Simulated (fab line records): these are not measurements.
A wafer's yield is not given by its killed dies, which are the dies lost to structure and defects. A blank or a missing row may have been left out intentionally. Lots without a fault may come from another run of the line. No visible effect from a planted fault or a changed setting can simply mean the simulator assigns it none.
2 desks looking at one fault | flow n5Finfet | each desk has only its own numbers; what lay behind them comes last

## DESK OF THE TOOL OWNER: rieDiel-06
The tool's own readings at N5_BEOL_M1_ETCH_74 (etches underlayer in N2/H2, target depth 6.5 nm, time 5.2 s): means of the sampled wafers that have a number, for each lot that ran on this tool. Marked OUT: a lot whose mean sits more than 4 standard deviations from the usual mean, which makes it out of limits; the brackets give that distance.
Columns: A = drypumpMotorCurrentA at N5_BEOL_M1_ETCH_74, usual 5.9 A; B = etchRfOnTimeS at N5_BEOL_M1_ETCH_74, usual 5.20 s; C = oesProductAu at N5_BEOL_M1_ETCH_74, usual 0.69 a.u.; D = rfVppV at N5_BEOL_M1_ETCH_74, usual 523.4 V; E = showerheadPlenumPTorr at N5_BEOL_M1_ETCH_74, usual 2.53 Torr; F = throttleValvePct at N5_BEOL_M1_ETCH_74, usual 17.83 %
lot  | first seen here | A   | B               | C    | D     | E    | F
L969 | day 6 12:36     | 5.9 | 5.23            | 0.65 | 524.6 | 2.55 | 17.76
L971 | day 6 17:12     | 5.6 | 5.21            | 0.66 | 522.4 | 2.52 | 17.71
L980 | day 9 04:51     | 6.0 | 6.24 (+14) OUT  | 0.63 | 521.5 | 2.45 | 17.79
L983 | day 10 01:05    | 6.4 | 5.73 (+6.9) OUT | 0.69 | 524.7 | 2.57 | 17.87
L985 | day 10 10:51    | 6.0 | 5.75 (+7.1) OUT | 0.62 | 526.9 | 2.60 | 17.82
This desk's finding: out of limits on L980, L983, L985; first on L980, day 9 04:51 (etchRfOnTimeS at N5_BEOL_M1_ETCH_74). Within limits: L969, L971.

## METROLOGY DESK
Means of the sampled wafers that have a number, per lot and without regard to the tool the lot ran on: this is what the gauges read. Marked OUT: a lot whose mean sits more than 4 standard deviations from the usual mean, which makes it out of limits; the brackets give that distance. Shown here are 7 of its 12 readings, the ones lying furthest out on some lot.
Columns: A = M0_RS at N5_BEOL_M0_RS_MEAS_126, usual 0.529 ohm/sq; B = DIBL_N at N5_BEOL_M4_RC_MEAS_101, usual 36.3 mV/V; C = IOFF_N at N5_BEOL_M4_RC_MEAS_101, usual 0.155 nA/um; D = ION_N at N5_BEOL_M4_RC_MEAS_101, usual 672 uA/um; E = ION_P at N5_BEOL_M4_RC_MEAS_101, usual 462 uA/um; F = SS_P at N5_BEOL_M4_RC_MEAS_101, usual 73.3 mV/dec; G = VT_N at N5_BEOL_M4_RC_MEAS_101, usual 249.9 mV
lot  | first seen here | A     | B    | C     | D   | E   | F    | G
L969 | day 6 10:44     | 0.516 | 36.8 | 0.176 | 674 | 461 | 73.8 | 247.7
L971 | day 6 15:29     | 0.525 | 35.6 | 0.141 | 672 | 463 | 72.5 | 252.1
L972 | day 6 22:10     | 0.511 | 36.5 | 0.158 | 672 | 469 | 73.2 | 249.2
L973 | day 7 08:19     | 0.536 | 35.8 | 0.157 | 684 | 463 | 73.3 | 249.9
L980 | day 9 03:01     | 0.528 | 35.8 | 0.156 | 666 | 456 | 73.3 | 249.5
L983 | day 10 00:06    | 0.529 | 35.1 | 0.153 | 672 | 465 | 72.9 | 248.1
L985 | day 10 09:26    | 0.538 | 36.2 | 0.168 | 689 | 471 | 73.9 | 245.6
L988 | day 10 16:53    | 0.516 | 37.9 | 0.183 | 684 | 472 | 73.3 | 246.4
L987 | day 10 20:21    | 0.502 | 36.5 | 0.157 | 675 | 466 | 72.9 | 249.4
L990 | day 11 14:28    | 0.517 | 36.0 | 0.158 | 674 | 460 | 73.2 | 249.1
This desk found nothing out of limits on any of the 10 lots.

## PUT TOGETHER
On L980, L983, L985, at day 9 04:51, an alarm was possible from the tool owner's desk.
Nothing out of limits was seen by the metrology desk.
The metrology desk has L980, L983, L985 on record, within its limits.
On rieDiel-06, each named lot ran N5_BEOL_M1_ETCH_74.

## WHAT HAD BEEN PUT IN BY THE SIMULATOR
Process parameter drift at N5_BEOL_M1_ETCH_74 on rieDiel-06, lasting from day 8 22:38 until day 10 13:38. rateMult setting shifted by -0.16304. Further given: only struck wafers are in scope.
Lots struck among those shown: L980, L983, L985.
How many hours passed from the start of the fault until each desk's first out-of-limits reading: the tool owner's desk, 6.
